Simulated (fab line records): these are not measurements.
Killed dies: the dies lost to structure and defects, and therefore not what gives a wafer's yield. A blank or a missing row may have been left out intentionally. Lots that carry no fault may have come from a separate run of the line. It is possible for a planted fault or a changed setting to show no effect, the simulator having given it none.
Chamber matching -- flow n5Finfet -- aldSin-02 running N5_ILD0_LINER_00: 4 sister chambers
The step material SiNx, target thk 4 nm, pulse time 1 s, purge time 2 s. 20 wafers are shown with their chamber, then 10 later ones without.

== WAFERS, EACH WITH ITS CHAMBER ==
wafer,chamber,heaterPowerW (W),precursorPulseHeightRel
L081.2,3,824,1.020
L081.4,0,911,1.026
L081.6,2,885,1.018
L085.2,2,895,1.022
L085.4,3,847,1.022
L085.6,0,903,0.997
L089.1,2,852,0.940
L089.2,0,917,1.003
L089.4,1,773,1.009
L090.1,3,853,1.014
L090.4,0,902,0.988
L090.6,3,831,0.962
L091.1,3,840,1.016
L091.2,1,760,1.024
L091.4,2,848,1.009
L092.2,3,836,1.021
L092.3,0,889,0.986
L092.5,0,917,1.005
L094.3,1,767,0.969
L094.4,3,838,0.983

SIGNATURES (averages over the wafers above)
reading,chamber 0,chamber 1,chamber 2,chamber 3,scatter within a chamber
heaterPowerW,906.50,766.67,870.00,838.43,13.4
precursorPulseHeightRel,1.00083,1.00067,0.99725,1.00543,0.0255
Rule: a wafer lies at a distance from a chamber equal to the root of the sum of squares, over the readings, of (its reading less the chamber's mean, divided by the reading's scatter). If the next closest chamber is less than 2 further off than the closest, the wafer can't be placed; otherwise it belongs to the closest. The scatter is the square root of a quotient: the sum, over the shown wafers, of each reading's squared deviation from its chamber's mean, divided by wafers minus chambers.

== WAFERS WITH NO CHAMBER GIVEN ==
wafer,heaterPowerW (W),precursorPulseHeightRel
L094.5,842,0.979
L095.1,861,1.034
L095.3,769,1.006
L095.4,846,0.974
L097.1,777,1.015
L097.2,896,1.017
L097.3,853,1.019
L097.4,824,0.987
L097.5,884,1.005
L097.6,839,0.980

== WHICH CHAMBER EACH ONE RAN IN ==
wafer,from the rows above,in truth
L094.5,can't be placed: 3 or 2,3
L095.1,can't be placed: 2 or 3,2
L095.3,1,1
L095.4,can't be placed: 3 or 2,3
L097.1,1,1
L097.2,can't be placed: 0 or 2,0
L097.3,can't be placed: 3 or 2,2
L097.4,3,3
L097.5,can't be placed: 2 or 0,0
L097.6,can't be placed: 3 or 2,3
Correctly placed: 3 of 10. These rows do not allow placing 7 (true chamber among the candidates in 7). Wrongly placed: 0.
